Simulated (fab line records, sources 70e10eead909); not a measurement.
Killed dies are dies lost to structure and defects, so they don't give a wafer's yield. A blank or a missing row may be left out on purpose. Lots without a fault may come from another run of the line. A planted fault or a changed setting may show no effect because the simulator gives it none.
Tool commonality check | flow nand_harc | 1 lot, 3 wafers sampled

WHY IT WAS OPENED
At NHARC_END_SORT_01 the reading killed_at_periphery is flagged on 1 of 1 lot. Wafers without a fault read 3.5, standard deviation 2.8.
Rule: a lot is flagged when every wafer of it that has a number lies more than 4 standard deviations from that mean, or none has a number. The other lots count as sound.

lot  | measured     | on        | killed_at_periphery, wafer by wafer | flag
L789 | day 21 18:20 | prober-01 | 640 644 631                         | FLAGGED
The numbers of the flagged lots are 638.3 on average: +634.8 against the usual, or +99 or more standard deviations.

WHICH TOOL RAN EACH LOT
The record holds 2 process steps before the reading, out of a route of 1159 steps. In each cell: the tool, then ch and the chambers that the sampled wafers went through, then the start.
lot  | flag    | NHARC_P_ZERO_WELL_DESCUM_54       | NHARC_P_GATE_EXPOSE_08
L789 | FLAGGED | rie_diel-11 ch 1,2,3, day 3 23:41 | krf_scanner-03 ch 0, day 6 05:33
What these steps do:
- NHARC_P_ZERO_WELL_DESCUM_54: chemistry O2, time 3 s.
- NHARC_P_GATE_EXPOSE_08: exposes mask P HV.
- NHARC_END_SORT_01

FLAGGED OVER TOTAL, TOOL BY TOOL (the gauges that took the reading come last)
step                        | tool           | lots run | flagged | share of the flagged lots | sound lots run after its first flagged lot
NHARC_P_ZERO_WELL_DESCUM_54 | rie_diel-11    | 1        | 1       | all                       | 0
NHARC_P_GATE_EXPOSE_08      | krf_scanner-03 | 1        | 1       | all                       | 0
NHARC_END_SORT_01           | prober-01      | 1        | 1       | all                       | 0

WHAT THE TABLE ALLOWS
3 rows of the table ran every flagged lot: rie_diel-11 at NHARC_P_ZERO_WELL_DESCUM_54, krf_scanner-03 at NHARC_P_GATE_EXPOSE_08, prober-01 at NHARC_END_SORT_01.
- rie_diel-11 at NHARC_P_ZERO_WELL_DESCUM_54: 1 of its 1 lot flagged. It ran no sound lot before its first flagged lot in this sample, so the start can't be narrowed down.
- krf_scanner-03 at NHARC_P_GATE_EXPOSE_08: 1 of its 1 lot flagged. It ran no sound lot before its first flagged lot in this sample, so the start can't be narrowed down.
- prober-01 at NHARC_END_SORT_01: 1 of its 1 lot flagged. It ran no sound lot before its first flagged lot in this sample, so the start can't be narrowed down.
Counting lots can't tell these 3 tools apart, because each fits a fault that began at some hour. More lots, or a look at what each step does to the wafer, might.

WHAT THE SIMULATOR HAD PUT IN
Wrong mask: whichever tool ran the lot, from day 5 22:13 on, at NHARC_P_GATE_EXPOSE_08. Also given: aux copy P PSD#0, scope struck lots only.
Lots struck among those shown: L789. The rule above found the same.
